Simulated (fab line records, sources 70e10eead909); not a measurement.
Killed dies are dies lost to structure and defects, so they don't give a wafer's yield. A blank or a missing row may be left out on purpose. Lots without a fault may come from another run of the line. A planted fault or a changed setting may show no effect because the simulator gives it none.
Chamber matching | flow nand_harc | NHARC_THIN_TSV_ETCHBACK_48 on rie_diel-06: 4 sister chambers
The step etches the open film in C4F8/Ar, target depth 1028.5 nm, time 405.17 s. 4 wafers are shown with their chamber, then 7 later ones without.

WAFERS WITH THEIR CHAMBER
wafer  | chamber | rf_vpp_V (V)
L975.2 | 2       | 545
L975.6 | 3       | 550
L979.2 | 0       | 546
L979.3 | 1       | 551

WAFERS WITHOUT THEIR CHAMBER
wafer  | rf_vpp_V (V)
L979.6 | 552
L982.1 | 544
L982.3 | 547
L982.6 | 546
L983.2 | 550
L983.4 | 550
L983.5 | 551

WHICH CHAMBER EACH WENT THROUGH
wafer  | from the rows above     | in truth
L979.6 | can't be placed: 1 or 3 | 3
L982.1 | can't be placed: 2 or 0 | 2
L982.3 | can't be placed: 0 or 2 | 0
L982.6 | can't be placed: 0 or 2 | 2
L983.2 | can't be placed: 3 or 1 | 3
L983.4 | can't be placed: 3 or 1 | 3
L983.5 | can't be placed: 1 or 3 | 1
Placed correctly: 0 of 7. Can't be placed from these rows: 7 (the true chamber is among the candidates in 7). Placed wrongly: 0.
How it was worked out, from the rows above alone: a wafer's distance from a chamber is the root of the sum, over the readings, of the square of ((its reading less the chamber's mean) divided by the reading's scatter). The wafer belongs to the nearest chamber; if the next one is less than 2 further off, it can't be placed. A chamber's mean is the mean of its shown wafers. The scatter: with one shown wafer a chamber, the root of the mean of the squares of how far each hidden wafer lies from its nearest shown one.
